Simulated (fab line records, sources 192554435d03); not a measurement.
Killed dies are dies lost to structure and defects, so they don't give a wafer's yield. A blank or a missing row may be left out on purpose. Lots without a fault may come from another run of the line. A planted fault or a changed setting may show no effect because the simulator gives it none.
Chamber matching | flow n5_finfet | N5_BEOL_M2_ETCH_64 on rie_diel-03: 4 sister chambers
The step etches SOC in N2/H2, target depth 75 nm, overetch 22.5 nm, time 121.9 s. 4 wafers are shown with their chamber, then 12 later ones without.

WAFERS WITH THEIR CHAMBER
wafer  | chamber | showerhead_plenum_p_Torr (Torr)
L087.5 | 0       | 2.65
L088.1 | 1       | 2.67
L088.3 | 3       | 2.60
L088.6 | 2       | 2.42

WAFERS WITHOUT THEIR CHAMBER
wafer  | showerhead_plenum_p_Torr (Torr)
L090.4 | 2.64
L090.5 | 2.67
L090.6 | 2.64
L091.2 | 2.64
L091.3 | 2.60
L091.5 | 2.41
L093.1 | 2.66
L093.5 | 2.41
L093.6 | 2.66
L096.2 | 2.63
L096.4 | 2.59
L096.6 | 2.63

WHICH CHAMBER EACH WENT THROUGH
wafer  | from the rows above          | in truth
L090.4 | can't be placed: 0 or 1      | 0
L090.5 | can't be placed: 1 or 0      | 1
L090.6 | can't be placed: 0 or 1      | 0
L091.2 | can't be placed: 0 or 1      | 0
L091.3 | 3                            | 3
L091.5 | 2                            | 2
L093.1 | can't be placed: 1 or 0      | 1
L093.5 | 2                            | 2
L093.6 | can't be placed: 1 or 0      | 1
L096.2 | can't be placed: 0 or 3 or 1 | 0
L096.4 | 3                            | 3
L096.6 | can't be placed: 0 or 3 or 1 | 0
Placed correctly: 4 of 12. Can't be placed from these rows: 8 (the true chamber is among the candidates in 8). Placed wrongly: 0.
How it was worked out, from the rows above alone: a wafer's distance from a chamber is the root of the sum, over the readings, of the square of ((its reading less the chamber's mean) divided by the reading's scatter). The wafer belongs to the nearest chamber; if the next one is less than 2 further off, it can't be placed. A chamber's mean is the mean of its shown wafers. The scatter: with one shown wafer a chamber, the root of the mean of the squares of how far each hidden wafer lies from its nearest shown one.
